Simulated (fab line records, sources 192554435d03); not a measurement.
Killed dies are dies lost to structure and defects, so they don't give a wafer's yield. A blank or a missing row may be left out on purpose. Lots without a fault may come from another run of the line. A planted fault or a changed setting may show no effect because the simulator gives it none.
Chamber matching | flow n5_finfet | N5_BEOL_M5_DEP_56 on pecvd-02: 3 sister chambers
The step deposits SiCN from 3MS/NH3, target thk 8 nm, time 14 s. 16 wafers are shown with their chamber, then 8 later ones without.

WAFERS WITH THEIR CHAMBER
wafer  | chamber | throttle_valve_pct (%) | showerhead_plenum_p_Torr (Torr)
L804.3 | 2       | 9.0                    | 3.674
L804.4 | 1       | 9.5                    | 3.652
L804.6 | 2       | 8.9                    | 3.673
L808.4 | 0       | 9.8                    | 3.660
L808.5 | 1       | 9.6                    | 3.662
L808.6 | 0       | 9.6                    | 3.665
L812.3 | 1       | 9.5                    | 3.659
L812.4 | 2       | 8.2                    | 3.659
L812.5 | 1       | 9.6                    | 3.657
L815.1 | 2       | 8.2                    | 3.671
L815.4 | 1       | 9.7                    | 3.662
L815.5 | 0       | 9.7                    | 3.663
L818.3 | 0       | 9.4                    | 3.668
L818.5 | 1       | 9.4                    | 3.668
L818.6 | 2       | 8.2                    | 3.657
L819.1 | 2       | 8.3                    | 3.675

SIGNATURES (means of the wafers above)
reading                  | chamber 0 | chamber 1 | chamber 2 | scatter within a chamber
throttle_valve_pct       | 9.625     | 9.550     | 8.467     | 0.257
showerhead_plenum_p_Torr | 3.66400   | 3.66000   | 3.66817   | 0.00621
Rule: a wafer's distance from a chamber is the root of the sum, over the readings, of the square of ((its reading less the chamber's mean) divided by the reading's scatter). The wafer belongs to the nearest chamber; if the next one is less than 2 further off, it can't be placed. The scatter: the root of (the sum of the squares of (reading less its chamber's mean) over the shown wafers, divided by (wafers less chambers)).

WAFERS WITHOUT THEIR CHAMBER
wafer  | throttle_valve_pct (%) | showerhead_plenum_p_Torr (Torr)
L819.2 | 9.6                    | 3.666
L819.6 | 9.1                    | 3.670
L823.1 | 9.4                    | 3.666
L823.4 | 9.4                    | 3.655
L823.5 | 8.1                    | 3.675
L824.1 | 8.3                    | 3.678
L824.2 | 9.5                    | 3.650
L824.3 | 9.5                    | 3.663

WHICH CHAMBER EACH WENT THROUGH
wafer  | from the rows above          | in truth
L819.2 | can't be placed: 0 or 1      | 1
L819.6 | can't be placed: 0 or 1 or 2 | 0
L823.1 | can't be placed: 0 or 1      | 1
L823.4 | can't be placed: 1 or 0      | 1
L823.5 | 2                            | 2
L824.1 | 2                            | 2
L824.2 | can't be placed: 1 or 0      | 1
L824.3 | can't be placed: 0 or 1      | 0
Placed correctly: 2 of 8. Can't be placed from these rows: 6 (the true chamber is among the candidates in 6). Placed wrongly: 0.
